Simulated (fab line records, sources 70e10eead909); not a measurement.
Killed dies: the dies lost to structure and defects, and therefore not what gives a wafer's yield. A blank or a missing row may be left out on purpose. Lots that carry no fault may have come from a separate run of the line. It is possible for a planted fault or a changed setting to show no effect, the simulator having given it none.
Chamber matching | flow nand harc | NHARC_A_CONTACT_ETCH_78 on rie diel-03: 4 sister chambers
The step etches the open film in O2/COS, target depth 5300 nm, time 1378 s. 8 wafers are shown with their chamber, then 9 later ones without.

## WAFERS WITH THEIR CHAMBER
wafer  | chamber | drypump motor current A (A) | showerhead plenum p Torr (Torr)
L524.4 | 0       | 5.1                         | 3.37
L528.6 | 0       | 5.1                         | 3.36
L532.3 | 3       | 6.2                         | 3.10
L532.4 | 2       | 6.1                         | 2.89
L532.6 | 1       | 6.7                         | 2.94
L542.2 | 3       | 6.2                         | 3.09
L542.3 | 2       | 6.0                         | 3.37
L542.4 | 1       | 6.7                         | 2.93

## WAFERS WHOSE CHAMBER IS MISSING
wafer  | drypump motor current A (A) | showerhead plenum p Torr (Torr)
L543.1 | 5.1                         | 3.35
L543.2 | 6.2                         | 3.09
L543.3 | 6.7                         | 2.93
L544.1 | 6.7                         | 2.93
L544.2 | 6.1                         | 3.37
L544.5 | 6.0                         | 3.37
L545.2 | 6.0                         | 3.36
L545.4 | 6.7                         | 2.93
L545.6 | 6.2                         | 3.09

## EACH ONE'S CHAMBER
wafer  | from the rows above     | in truth
L543.1 | 0                       | 0
L543.2 | 3                       | 3
L543.3 | 1                       | 1
L544.1 | 1                       | 1
L544.2 | can't be placed: 2 or 3 | 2
L544.5 | 2                       | 2
L545.2 | 2                       | 2
L545.4 | 1                       | 1
L545.6 | 3                       | 3
Correctly placed: 8 of 9. Cannot be placed on the basis of these rows: 1; the candidates contain the true chamber in 1. Number placed wrongly: 0.
How it was worked out, from the rows above alone: a wafer's distance from a chamber is the root of the sum, over the readings, of the square of ((its reading less the chamber's mean) divided by the reading's scatter). The wafer belongs to the nearest chamber; if the next one is less than 2 further off, it can't be placed. Each chamber's mean is taken over the wafers shown for it. The scatter: the root of (the sum of the squares of (reading less its chamber's mean) over the shown wafers, divided by (wafers less chambers)).
